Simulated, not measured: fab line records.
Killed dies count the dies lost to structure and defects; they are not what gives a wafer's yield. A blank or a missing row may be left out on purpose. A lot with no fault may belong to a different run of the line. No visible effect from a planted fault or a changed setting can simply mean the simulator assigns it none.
Problem report in the 8D (eight disciplines) form, filled by code | flow nand harc | the parts of the form that need people (team, actions taken, sign-off) are left out

## 1. WHAT IS WRONG
Wafers without a fault read 25, standard deviation 7.8; killed at array at NHARC_END_SORT_01 reads a mean of 610 on 3 wafers belonging to 3 lots. Measured from the usual mean, that is +75 standard deviations.
First observed at day 20 02:06: wafer L172.5, on prober-01. At this step, 7 wafers from 3 lots have a number in the record. Rule for "out", or "out of limits": more than 4 standard deviations from the usual mean. The other wafers with a number count as sound.

## 2. WHAT THIS IS AND IS NOT
question                    | is                           | is not
which readings at this step | killed at array, killed dies | killed at other, killed at periphery, killed open, killed short
which lots                  | L172, L173, L175             | -
which wafers of those lots  | L172.5, L173.5, L175.3       | L172.4, L173.1, L173.6, L175.4
read on which gauges        | prober-01, prober-02         | -
when                        | from day 20 02:06            | up to then (1 sound wafer); but 3 sound wafers of L173, L175 came after

## 3. WHAT RULES OUT EACH SUSPECT
Counting: if a tool at a process step up to the reading ran every lot that is out, it stays a suspect. Sound lots after the first of them don't rule it out here, since some wafers of a struck lot are sound.
- the gauge at NHARC_END_SORT_01 has been ruled out. Those wafers that are out were read across 2 gauges (prober-01, prober-02).
- rie diel-08 at NHARC_A_CONTACT_ETCH_98 (etches the open film in C4F6/O2, target depth 20 nm, time 10 s): kept. It ran every lot that is out, first L172 (day 17 21:06). Its own run length s readings are out on those wafers.
Remaining after the count: rie diel-08 at NHARC_A_CONTACT_ETCH_98.

## 4. THE CAUSE (what the simulator had put in)
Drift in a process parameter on rie diel-08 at NHARC_A_CONTACT_ETCH_98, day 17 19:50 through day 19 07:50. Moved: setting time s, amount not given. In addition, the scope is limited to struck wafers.
Only this tool survived the counting.

## 5. SEQUENCE OF EFFECTS, ordered by route
Rows list readings where the struck wafers' mean (over those with a number) sits beyond 3 standard deviations from the usual. Readings are gone through only where the record gives a usual standard deviation; hours: the median, over the lots, of the time from a lot's start at the first step in this table giving one to that lot's start at this step; sigmas: the change measured in usual standard deviations.
hours | step                    | reading         | usual  | on struck wafers | change | sigmas
0     | NHARC_A_CONTACT_ETCH_98 | run length s    | 31.0 s | 27.3             | -3.7   | -12
53    | NHARC_END_SORT_01       | killed at array | 25     | 610              | +585   | +75
53    | NHARC_END_SORT_01       | killed dies     | 29     | 611              | +582   | +71
It contains these process steps:
- NHARC_A_CONTACT_ETCH_98: etches the open film in C4F6/O2, target depth 20 nm, time 10 s.

## 6. WHAT WOULD HAVE CAUGHT IT SOONER
54 hours passed between the start of the fault at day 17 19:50 and the first reading out of limits at a measuring or inspecting step in this record, taken at day 20 02:06.
At NHARC_A_CONTACT_ETCH_98, the tool's own readings (run length s) were out on each struck wafer the step has a row for, so an alarm limit on them would have fired on the first such wafer.
All the lots that are out (3) had begun NHARC_A_CONTACT_ETCH_98 on rie diel-08 by day 20 02:06. None of them would have been spared by holding the tool at that moment.
